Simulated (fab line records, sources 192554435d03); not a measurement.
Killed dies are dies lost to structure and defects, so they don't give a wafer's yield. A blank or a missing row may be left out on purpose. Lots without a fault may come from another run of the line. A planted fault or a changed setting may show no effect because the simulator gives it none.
A struck lot beside a sound one | flow n5_finfet | 15 steps out of a route of 1938
Sound: wafers L735.1, L735.3, L735.6. Struck: wafer L745.1. (L745.3, L745.5 of the same lot were not struck and are left out.) The cause comes at the end.
At each step with rows: each side's tool, then ch and its chambers, then its first start. Under that, the readings that differ: sound wafers | struck wafers | difference of the means | sigmas: that difference in standard deviations of wafers without a fault.
alike: readings whose means differ by less than 2 such deviations, and words and numbers that are the same on both sides. not compared: withheld readings, readings that some wafer has no value for, bounds like >300 that may hide the same value, and numbers for which the record gives no deviation and whose values overlap.
The two part at a step that has a row with sigmas, a row that says differs or no value, or rows on one side only. Numbers that don't overlap but have no deviation are shown without sigmas and don't part them. A reading that every wafer of one side lacks parts them only if that side has two wafers or more.

first, 7 steps without rows for these wafers: N5_MIM_BOT_LITHO_COAT_02; N5_MIM_BOT_LITHO_EBR_04; N5_MIM_BOT_LITHO_SOFTBAKE_03 (time 90 s); N5_MIM_BOT_LITHO_EXPOSE_05 (exposes mask MIM BOT); N5_MIM_BOT_LITHO_PEB_06; N5_MIM_BOT_LITHO_DEVELOP_07 (develop time 60 s); N5_MIM_BOT_LITHO_HARDBAKE_09 (time 120 s).
N5_MIM_BOT_LITHO_CD_MEAS_08: target cd 3000 nm.
  sound on cd_sem-03 ch 0, day 14 20:26; struck on cd_sem-02 ch 0, day 18 05:37
  alike: cd_nm
N5_MIM_BOT_LITHO_OVL_MEAS_11:
  sound on overlay-01 ch 0, day 14 20:28; struck on overlay-01 ch 0, day 18 05:39
  reading          | sound   | struck | difference | sigmas
  MIM_BOT_OVL (nm) | 3 10 10 | -9     | -17        | -3
N5_MIM_BOT_LITHO_INSPECT_12: inspects for defects (macro).
  sound on defect_inspect-02, day 14 20:29; struck on defect_inspect-02, day 18 05:40
  alike: raw_defect_count
N5_MIM_BOT_LITHO_DESCUM_10: chemistry O2, time 7.9 s.
  sound on rie_diel-06 ch 0,2,3, day 14 20:32; struck on rie_diel-04 ch 2, day 18 05:42
  alike: drypump_motor_current_A, oes_product_au, rf_vpp_V, showerhead_plenum_p_Torr, throttle_valve_pct
  not compared: rf_hours_counter_h
N5_MIM_BOT_ETCH_ETCH_04: etches SiNx in CF4/O2, target depth 26 nm, time 13 s.
  sound on rie_diel-06 ch 0,2,3, day 14 20:35; struck on rie_diel-04 ch 2, day 18 05:46
  reading    | sound             | struck | difference | sigmas
  bias_w (W) | 48.65 49.12 49.16 | 49.27  | +0.29      | +2
  alike: drypump_motor_current_A, oes_product_au, rf_vpp_V, showerhead_plenum_p_Torr, throttle_valve_pct
  not compared: rf_hours_counter_h
N5_MIM_BOT_ETCH_ETCH_03: etches the open film in Cl2/BCl3, target depth 12 nm.
  sound on rie_metal-03 ch 0, day 14 20:41; struck on rie_metal-03 ch 1, day 18 05:52
  reading                              | sound             | struck | difference | sigmas
  throttle_valve_pct (%)               | 27.05 27.05 27.06 | 27.66  | +0.61      | +3
  model.etch.depth_nm (nm)             | 11.94 11.93 11.96 | 10.04  | -1.90      |
  model.MIM_BOT_ETCH.cd_offset_nm (nm) | 0 0 -0.2          | 0.8    | +0.9       |
  alike: bias_w, drypump_motor_current_A, he_backside_leak_sccm, oes_product_au
  not compared: rf_hours_counter_h
N5_MIM_BOT_ETCH_ETCH_00: etches TiN in Cl2/BCl3, target depth 45.5 nm.
  sound on rie_metal-03 ch 0, day 14 20:52; struck on rie_metal-03 ch 1, day 18 05:57
  reading                              | sound             | struck | difference | sigmas
  throttle_valve_pct (%)               | 21.46 21.46 21.45 | 22.03  | +0.57      | +3
  model.MIM_BOT_ETCH.cd_offset_nm (nm) | 0 0.2 -0.2        | 0.8    | +0.8       |
  alike: bias_w, drypump_motor_current_A, he_backside_leak_sccm, oes_product_au
  not compared: rf_hours_counter_h
N5_MIM_BOT_ETCH_STRIP_01: strips in O2.
  sound on rie_diel-04 ch 0,2,3, day 14 21:08; struck on rie_diel-04 ch 1, day 18 06:14
  alike: drypump_motor_current_A, oes_product_au, rf_vpp_V, showerhead_plenum_p_Torr, throttle_valve_pct
  not compared: rf_hours_counter_h

WHERE THEY PART
First at N5_MIM_BOT_LITHO_OVL_MEAS_11; last, within this record, at N5_MIM_BOT_ETCH_ETCH_00. Later steps at which nothing parts them and some readings are alike: N5_MIM_BOT_ETCH_STRIP_01.

WHY: what the simulator had put in
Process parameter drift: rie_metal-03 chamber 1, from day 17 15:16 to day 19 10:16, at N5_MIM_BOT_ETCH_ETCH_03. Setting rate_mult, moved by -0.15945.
